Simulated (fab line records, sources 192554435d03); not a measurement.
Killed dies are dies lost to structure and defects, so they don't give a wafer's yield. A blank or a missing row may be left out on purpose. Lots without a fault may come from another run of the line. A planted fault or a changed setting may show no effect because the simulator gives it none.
Chamber matching | flow n5_finfet | N5_MOL_CONTACT_COAG_CMP_52 on cmp-03: 4 sister chambers
The step polishes, stops on SiO2, t overpolish 1.5 s, target thk 66.5 nm. 8 wafers are shown with their chamber, then 12 later ones without.

WAFERS WITH THEIR CHAMBER
wafer  | chamber | time_to_endpoint_s (s) | motor_current_A (A)
L078.1 | 2       | 12.4                   | 12.3
L085.4 | 1       | 14.8                   | 12.6
L088.3 | 2       | 12.0                   | 11.8
L088.4 | 3       | 12.0                   | 11.7
L088.6 | 3       | 13.5                   | 13.1
L088.1 | 1       | 12.8                   | 11.7
L088.2 | 0       | 14.7                   | 11.3
L088.5 | 0       | 15.3                   | 11.3

WAFERS WITHOUT THEIR CHAMBER
wafer  | time_to_endpoint_s (s) | motor_current_A (A)
L090.2 | 13.9                   | 12.6
L090.4 | 15.5                   | 11.4
L090.6 | 16.1                   | 11.0
L092.2 | 12.0                   | 12.3
L092.4 | 17.1                   | 11.9
L092.6 | 14.5                   | 11.5
L093.1 | 16.9                   | 12.5
L093.2 | 14.5                   | 12.5
L093.5 | 14.1                   | 12.4
L095.1 | 17.1                   | 11.5
L095.3 | 16.3                   | 12.0
L095.5 | 16.7                   | 11.4

WHICH CHAMBER EACH WENT THROUGH
wafer  | from the rows above               | in truth
L090.2 | can't be placed: 1 or 3 or 2 or 0 | 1
L090.4 | can't be placed: 0 or 1           | 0
L090.6 | can't be placed: 0 or 1           | 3
L092.2 | can't be placed: 2 or 3 or 1      | 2
L092.4 | can't be placed: 0 or 1           | 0
L092.6 | can't be placed: 0 or 1 or 3      | 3
L093.1 | can't be placed: 0 or 1 or 3      | 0
L093.2 | can't be placed: 1 or 3 or 0 or 2 | 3
L093.5 | can't be placed: 1 or 3 or 0 or 2 | 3
L095.1 | can't be placed: 0 or 1           | 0
L095.3 | can't be placed: 0 or 1           | 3
L095.5 | can't be placed: 0 or 1           | 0
Placed correctly: 0 of 12. Can't be placed from these rows: 12 (the true chamber is among the candidates in 10). Placed wrongly: 0.
How it was worked out, from the rows above alone: a wafer's distance from a chamber is the root of the sum, over the readings, of the square of ((its reading less the chamber's mean) divided by the reading's scatter). The wafer belongs to the nearest chamber; if the next one is less than 2 further off, it can't be placed. A chamber's mean is the mean of its shown wafers. The scatter: the root of (the sum of the squares of (reading less its chamber's mean) over the shown wafers, divided by (wafers less chambers)).
